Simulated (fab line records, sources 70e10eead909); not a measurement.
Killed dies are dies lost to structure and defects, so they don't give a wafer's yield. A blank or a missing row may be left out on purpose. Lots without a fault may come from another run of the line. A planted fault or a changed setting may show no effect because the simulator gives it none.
fab line records | flow nand_harc
record lots=5 wafers=15 last_day=24
route steps=1159 shown P_ZERO_WELL@14 END@1159
lots that met no fault: from a run of the same line without faults
start_h: hours from the record's first day to the start of the lot's first wafer shown | wait_h: hours since the lot's step before | " the same as in the row above | L1.1+2: a row that stands for several wafers | - no value, or no start given | * or withheld: withheld | < > ~ a bound
route shown NAME@n: a module of which the file shows steps, and the number in the route of the first | usual: mean/standard deviation of fault-free wafers | same: alike in all rows | chamber/n: place in a boat | sites: the reading at each site | _std_site: their standard deviation | _edge_site: outer sites' mean less inner sites' | radius_mm: how far each site lies from the wafer's centre | mask NAME#n: copy n | behind: the tool/chamber that last shaped the wafer | hold: why the lot was held/for how many hours/how that ended | device: the transistor (n, p or np) that didn't switch | end of line: the same wafers' tests at the end of the route | a step without rows: its recipe alone | killed: dies lost to structure and defects at the first sort, not the wafer's yield | map: a wafer's dies, x killed, . not, _ none there
set.NAME: the setting as run; set.NAME@STEP: as run at that earlier step | model.NAME: the simulator's own value behind a step, which no gauge read
lots at some steps of the route; a table a step, a row a wafer
services: from which hour (start_h, from the record's first day; less than 0 if before it) a tool's chamber was out of use, for how many hours, and why
## steps
# step NHARC_P_ZERO_WELL_CD_MEAS_11
# recipe target_cd_nm=500 landing_energy_ev=500
# usual cd_nm=500.4/2.3
# columns lot.wafer tool chamber start_h wait_h cd_nm
L838.1 cd_sem-03 0 31.24 - 499.2
L838.4 " 0 " " 502.9
L838.5 " 0 " " 501.7
L844.3 cd_sem-01 0 67.12 - 505.3
L844.4 " 0 " " 499.3
L844.5 " 0 " " 498.9
L845.1 cd_sem-03 0 73.12 - 503.9
L845.2 " 0 " " 501.5
L845.5 " 0 " " 497.9
L855.1 cd_sem-02 0 133.25 - 500.8
L855.2 " 0 " " 498.6
L855.3 " 0 " " 503.5
L856.2 cd_sem-01 0 139.14 - 502.2
L856.3 " 0 " " 498.9
L856.4 " 0 " " 497.2
# step NHARC_P_ZERO_WELL_HARDBAKE_12
# recipe temp_c=118 time_s=65
# step NHARC_P_ZERO_WELL_DESCUM_13
# recipe time_s=3 o2_flow_sccm=200 ar_flow_sccm=0 bias_power_w=0 chemistry=O2
# usual drypump_motor_current_A=5.6/0.39 oes_product_au=0.999/0.015 rf_vpp_V=57.9/0.9 showerhead_plenum_p_Torr=1.95/0.078 throttle_valve_pct=11.312/0.0092
# same bias_power_w=0 time_s=3
# columns lot.wafer tool chamber start_h wait_h drypump_motor_current_A oes_product_au rf_hours_counter_h rf_vpp_V showerhead_plenum_p_Torr throttle_valve_pct
L838.1 rie_diel-07 2 31.39 - 6.4 1.006 10 57.4 1.87 11.300
L838.4 " 0 " " 5.7 0.976 - 55.8 1.93 11.300
L838.5 " 1 " " 5.6 0.985 - 56.1 1.91 11.317
L844.3 rie_diel-09 2 67.27 - 5.9 0.998 9 58.3 2.01 11.304
L844.5 " 2 " " 5.8 0.995 - 59.2 2.01 11.313
L844.4 " 1 " " 5.3 1.008 - 58.9 2.01 11.304
L845.1 rie_diel-09 1 73.27 - 5.2 1.005 12 58.0 2.01 11.314
L845.2 " 0 " " 5.2 1.009 10 58.3 1.85 11.292
L845.5 " 2 " " 5.9 0.990 - 57.7 2.01 11.300
L855.2 rie_diel-09 0 133.40 - 5.2 1.010 3 56.7 1.84 11.308
L855.1 " 1 " " 5.3 1.020 3 58.5 2.01 11.302
L855.3 " 2 " " 5.9 1.009 3 58.8 2.01 11.313
L856.3 rie_diel-09 1 139.30 - 5.3 1.023 3 57.9 2.01 11.312
L856.2 " 3 " " 5.2 1.026 3 57.4 2.03 11.302
L856.4 " 0 " " 5.2 0.998 3 57.2 1.84 11.307
# step NHARC_P_ZERO_WELL_ETCH_65
# recipe target_depth_a=800 overetch_a=240 time_s=87.88 ion_energy_ev=200 n2_flow_sccm=150 h2_flow_sccm=150 ar_flow_sccm=0 rf_w=400 bias_w=150 chemistry=N2/H2
# usual drypump_motor_current_A=5.6/0.39 n2_flow_sccm=150.0/0.39 oes_product_au=0.999/0.016 rf_vpp_V=431.5/2.5 showerhead_plenum_p_Torr=2.08/0.086 throttle_valve_pct=14.170/0.0094
# same time_s=87.88
# columns lot.wafer tool chamber start_h wait_h drypump_motor_current_A n2_flow_sccm oes_product_au rf_hours_counter_h rf_vpp_V showerhead_plenum_p_Torr throttle_valve_pct
L838.1 rie_diel-07 0 31.51 0.1 5.7 149.9 0.979 11 430.7 2.06 14.177
L838.4 " 2 " " 6.5 149.8 1.014 - 429.1 1.99 14.188
L838.5 " 1 " " 5.5 150.4 0.994 - 431.9 2.03 14.175
L844.3 rie_diel-09 2 67.38 0.1 5.9 150.2 0.993 9 432.4 2.15 14.180
L844.5 " 2 " " 5.9 150.5 0.983 - 432.9 2.15 14.180
L844.4 " 3 " " 5.2 149.8 0.980 - 433.9 2.17 14.144
L845.1 rie_diel-09 1 73.36 0.1 5.2 149.6 1.016 12 434.1 2.15 14.175
L845.2 " 2 " " 5.9 150.0 0.999 11 434.6 2.15 14.164
L845.5 " 1 " " 5.2 150.0 1.012 - 432.8 2.15 14.186
L855.2 rie_diel-09 3 133.49 0.1 5.2 150.1 1.031 3 434.3 2.17 14.150
L855.1 " 0 " " 5.2 150.0 1.009 3 430.9 1.96 14.173
L855.3 " 2 " " 5.8 150.7 1.000 3 433.0 2.15 14.175
L856.3 rie_diel-09 0 139.39 0.1 5.2 149.4 0.999 3 428.8 1.96 14.182
L856.4 " 1 " " 5.3 149.9 1.021 3 432.3 2.14 14.172
L856.2 " 2 " " 5.9 150.2 1.005 3 432.8 2.15 14.172
# step NHARC_P_ZERO_WELL_ETCH_62
# recipe target_depth_a=130 time_s=6.5 chf3_flow_sccm=50 ar_flow_sccm=200 rf_w=500 bias_w=200 chemistry=CHF3/Ar
# usual chf3_flow_sccm=50.03/0.15 drypump_motor_current_A=5.6/0.4 oes_product_au=0.960/0.026 rf_vpp_V=371.3/2.1 showerhead_plenum_p_Torr=2.38/0.093 throttle_valve_pct=20.217/0.0092
# same time_s=6.5
# columns lot.wafer tool chamber start_h wait_h chf3_flow_sccm drypump_motor_current_A oes_product_au rf_hours_counter_h rf_vpp_V showerhead_plenum_p_Torr throttle_valve_pct
L838.1 rie_diel-07 1 - - 50.06 5.5 0.916 11 369.1 2.34 20.224
L838.4 " 1 " " 50.05 5.5 0.913 - 369.8 2.34 20.223
L838.5 " 2 " " 50.19 6.5 0.931 - 369.2 2.29 20.215
L844.3 rie_diel-09 2 - - 49.88 5.9 0.953 9 371.3 2.46 20.217
L844.4 " 2 " " 50.07 5.9 0.944 - 371.7 2.46 20.215
L844.5 " 3 " " 49.92 5.2 0.950 - 372.5 2.49 20.214
L845.2 rie_diel-09 3 - - 49.95 5.2 0.956 10 373.5 2.49 20.224
L845.1 " 0 " " 49.90 5.2 0.989 10 368.1 2.26 20.201
L845.5 " 2 " " 50.21 5.9 0.951 - 373.8 2.46 20.222
L855.2 rie_diel-09 0 - - 50.06 5.2 0.966 3 368.8 2.26 20.218
L855.3 " 1 " " 49.91 5.2 0.976 3 372.5 2.46 20.219
L855.1 " 3 " " 49.92 5.2 1.017 3 373.2 2.49 20.217
L856.2 rie_diel-09 3 - - 49.95 5.2 0.998 3 372.8 2.49 20.211
L856.4 " 0 " " 50.09 5.2 0.978 3 368.1 2.26 20.208
L856.3 " 1 " " 50.03 5.2 0.984 3 372.9 2.46 20.216
# step NHARC_P_ZERO_WELL_ETCH_63
# recipe target_depth_a=1200 time_s=40.1 hbr_flow_sccm=150 cl2_flow_sccm=50 rf_w=400 icp_w=400 bias_w=100 chemistry=HBr/Cl2
# usual drypump_motor_current_A=5.6/0.42 oes_product_au=0.999/0.014 throttle_valve_pct=26.405/0.0093
# same time_s=40.1
# columns lot.wafer tool chamber start_h wait_h drypump_motor_current_A oes_product_au rf_hours_counter_h throttle_valve_pct
L838.1 rie_si-06 0 31.69 - 5.7 0.998 0.0 26.406
L838.4 " 2 " " 5.6 1.015 0.1 26.411
L838.5 " 1 " " 5.2 0.985 - 26.387
L844.3 rie_si-04 3 67.56 - 6.1 0.988 1.2 26.400
L844.4 " 1 " " 5.8 0.991 1.1 26.400
L844.5 " 0 " " 5.0 0.991 - 26.412
L845.2 rie_si-02 1 73.53 - 5.9 0.980 0.4 26.418
L845.1 " 2 " " 5.7 1.005 0.3 26.408
L845.5 " 1 " " 5.9 0.979 - 26.415
L855.1 rie_si-06 1 133.66 - 5.3 0.991 1.2 26.411
L855.3 " 3 " " 4.9 0.988 0.7 26.403
L855.2 " 0 " " 5.7 1.000 1.1 26.404
L856.2 rie_si-02 3 139.56 - 5.8 1.007 1.1 26.398
L856.3 " 1 " " 5.8 0.982 1.1 26.407
L856.4 " 2 " " 5.7 1.015 0.9 26.413
# step NHARC_P_ZERO_WELL_STRIP_15
# recipe time_s=900 temp_c=130 chemistry=SPM
# step NHARC_P_ZERO_WELL_DEHYDRATE_16
# recipe temp_c=150 time_s=120
# step NHARC_P_ZERO_WELL_HMDS_17
# recipe time_s=30
# step NHARC_P_ZERO_WELL_COAT_18
# recipe spin_rpm=withheld
# step NHARC_P_ZERO_WELL_SOFTBAKE_19
# recipe temp_c=122 time_s=95
# step NHARC_P_ZERO_WELL_EBR_20
# step NHARC_P_ZERO_WELL_EXPOSE_21
# recipe na=0.6 target_cd_nm=720 dose_mj=22.31 mask_id=P_NWELL
# columns lot.wafer tool chamber start_h wait_h mask
L838.1+4+5 krf_scanner-03 0 32.46 - P_NWELL#0
L844.3+4+5 krf_scanner-03 0 68.35 - P_PWELL#0
L845.1+2+5 krf_scanner-03 0 74.18 - P_NWELL#0
L855.1+2+3 krf_scanner-03 0 134.43 - P_NWELL#0
L856.2+3+4 krf_scanner-01 0 140.33 - P_NWELL#0
# step NHARC_P_ZERO_WELL_PEB_22
# recipe peb_temp_c=118 peb_time_s=85
# step NHARC_P_ZERO_WELL_DEVELOP_23
# recipe time_s=70
# step NHARC_P_ZERO_WELL_CD_MEAS_24
# recipe target_cd_nm=720 landing_energy_ev=500
# usual cd_nm=720.2/2.1
# columns lot.wafer tool chamber start_h wait_h cd_nm
L838.1 cd_sem-01 0 32.62 - 719.1
L838.4 " 0 " " 723.3
L838.5 " 0 " " 719.8
L844.3 cd_sem-03 0 68.50 - -
L844.4 " 0 " " -
L844.5 " 0 " " -
L845.1 cd_sem-03 0 74.35 - 717.9
L845.2 " 0 " " 720.6
L845.5 " 0 " " 717.3
L855.1 cd_sem-01 0 134.59 - 718.7
L855.2 " 0 " " 717.0
L855.3 " 0 " " 720.0
L856.2 cd_sem-03 0 140.49 - 724.8
L856.3 " 0 " " 721.2
L856.4 " 0 " " 721.4
# step NHARC_P_ZERO_WELL_HARDBAKE_25
# recipe temp_c=125 time_s=80
# step NHARC_END_SORT_01
# recipe temp_c=25
# usual killed_at_array=26/9.7 killed_at_other=1.0/1.2 killed_at_periphery=3.9/2.6 killed_dies=31/9.7 killed_open=3.2/1.8 killed_short=2.0/1.3
# same gross_dies=677
# columns lot.wafer tool chamber start_h wait_h killed_at_array killed_at_other killed_at_periphery killed_dies killed_open killed_short
L844.3 prober-01 0 497.91 3.1 31 1 645 677 3 3
L844.4 prober-01 0 498.71 3.4 21 2 654 677 5 1
L844.5 prober-01 0 499.50 3.7 24 1 652 677 3 4
# killed by level:class
L844.3 P_ZERO_WELL:area_expose=642 A_SLIT:chamber_film_flake=10 A_CONTACT:chamber_film_flake=9 A_CHANNEL_HOLE_D1:chamber_film_flake=6 P_STI:geometric_particle:short=1 P_M0:geometric_particle:open=1 A_ZERO_WELL:chamber_film_flake=1 A_ONON_D1:geometric_particle:open=1
L844.4 P_ZERO_WELL:area_expose=651 A_SLIT:chamber_film_flake=8 A_CONTACT:chamber_film_flake=3 A_CHANNEL_FILL_D1:geometric_particle:open=2 A_CHANNEL_HOLE_D1:chamber_film_flake=2 A_STAIRCASE:chamber_film_flake=2 THIN_TSV:chamber_film_flake=2 P_CONTACT:geometric_particle:open=1
L844.5 P_ZERO_WELL:area_expose=651 A_SLIT:chamber_film_flake=12 A_CHANNEL_HOLE_D1:chamber_film_flake=2 A_STAIRCASE:chamber_film_flake=2 P_STI:geometric_particle:short=1 A_CHANNEL_FILL_D1:geometric_particle:short=1 A_WL_FILL:geometric_particle:short=1 A_CONTACT:geometric_particle:open=1
# map L844.3 (x killed, . not)
____________x____________
_________xxxxxxx_________
_______xxxxxxxxxxx_______
______xxxxxxxxxxxxx______
_____xxxxxxxxxxxxxxx_____
____xxxxxxxxxxxxxxxxx____
____xxxxxxxxxxxxxxxxx____
___xxxxxxxxxxxxxxxxxxx___
___xxxxxxxxxxxxxxxxxxx___
__xxxxxxxxxxxxxxxxxxxxx__
__xxxxxxxxxxxxxxxxxxxxx__
_xxxxxxxxxxxxxxxxxxxxxxx_
_xxxxxxxxxxxxxxxxxxxxxxx_
_xxxxxxxxxxxxxxxxxxxxxxx_
_xxxxxxxxxxxxxxxxxxxxxxx_
_xxxxxxxxxxxxxxxxxxxxxxx_
xxxxxxxxxxxxxxxxxxxxxxxxx
xxxxxxxxxxxxxxxxxxxxxxxxx
xxxxxxxxxxxxxxxxxxxxxxxxx
xxxxxxxxxxxxxxxxxxxxxxxxx
xxxxxxxxxxxxxxxxxxxxxxxxx
_xxxxxxxxxxxxxxxxxxxxxxx_
_xxxxxxxxxxxxxxxxxxxxxxx_
_xxxxxxxxxxxxxxxxxxxxxxx_
_xxxxxxxxxxxxxxxxxxxxxxx_
_xxxxxxxxxxxxxxxxxxxxxxx_
__xxxxxxxxxxxxxxxxxxxxx__
__xxxxxxxxxxxxxxxxxxxxx__
___xxxxxxxxxxxxxxxxxxx___
___xxxxxxxxxxxxxxxxxxx___
____xxxxxxxxxxxxxxxxx____
____xxxxxxxxxxxxxxxxx____
_____xxxxxxxxxxxxxxx_____
______xxxxxxxxxxxxx______
_______xxxxxxxxxxx_______
_________xxxxxxx_________
____________x____________
# map L855.1 (x killed, . not)
____________.____________
_________......._________
_______..........._______
______.............______
_____..............._____
____.................____
____.................____
___...................___
___...................___
__.....................__
__.....................__
_......................._
_......................._
_.................x....._
_......................._
_..............x.x......_
...............x.........
.........................
.........................
.........................
................x........
_.............x........._
_..............x.x......_
_............xx........._
_............x.xx......._
_............xxxx.x....._
__..........x.xxx......__
__............x.x......__
___..........x.x......___
___.............x.....___
____..............x..____
____...........x.....____
_____..........x...._____
______.............______
_______..........._______
_________.....x._________
____________.____________
## services
# columns tool chamber start_h hours kind
rie_diel-09 0 7.40 - clean
rie_diel-09 1 7.40 - clean
rie_diel-09 2 7.40 - clean
rie_diel-09 3 7.40 - clean
krf_scanner-01 - 11.77 2.8 repair
rie_diel-07 3 30.37 7.2 repair
rie_diel-09 0 31.90 - clean
rie_diel-09 1 31.90 - clean
rie_diel-09 2 31.90 - clean
rie_si-02 - 34.00 9.0 pm
rie_si-06 3 36.60 14.6 repair
rie_diel-07 2 51.06 5.5 repair
rie_diel-07 - 51.20 9.0 pm
rie_diel-09 0 63.07 9.2 repair
krf_scanner-03 - 65.80 2.1 repair
rie_diel-07 - 66.40 0.6 repair
rie_diel-09 - 77.31 9.0 pm
krf_scanner-01 - 84.00 4.0 pm
rie_si-02 2 86.97 15.3 repair
rie_diel-07 0 90.86 6.1 repair
rie_si-04 - 99.00 9.0 pm
rie_si-06 2 105.63 3.0 repair
rie_diel-07 0 106.04 4.7 repair
rie_diel-09 1 111.70 5.0 repair
## key
first_sign step=NHARC_P_ZERO_WELL_EXPOSE_21 reading=mask direction=changed
effect step=NHARC_P_ZERO_WELL_CD_MEAS_24 reading=cd_nm direction=missing
effect step=NHARC_END_SORT_01 reading=killed_at_periphery direction=up sigmas=99+ usual=3.9 struck=650.3
more_kills_born_at NHARC_P_ZERO_WELL_EXPOSE_21@krf_scanner-03=1944
met_at NHARC_P_ZERO_WELL_EXPOSE_21
struck_wafers L844.3,L844.4,L844.5
later_rows_left_out L844.3,L844.4,L844.5
tester_left_out L844
onset_between 32.46 68.35
fault kind=wrong_mask tool=any chamber=- onset_h=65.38 steps=NHARC_P_ZERO_WELL_EXPOSE_21 aux_copy=P_PWELL#0 scope=struck_lots_only
# tester_left_out: of these lots the tester's yield and bins aren't shown, on N5 and GAA mostly nor the transistor test; their killed dies are dies lost to structure and defects alone, not to doping, threshold or leakage, so they don't give the yield
# later_rows_left_out: the simulator's readings of these wafers behind a module that went badly wrong aren't trusted and aren't shown, but for the sort
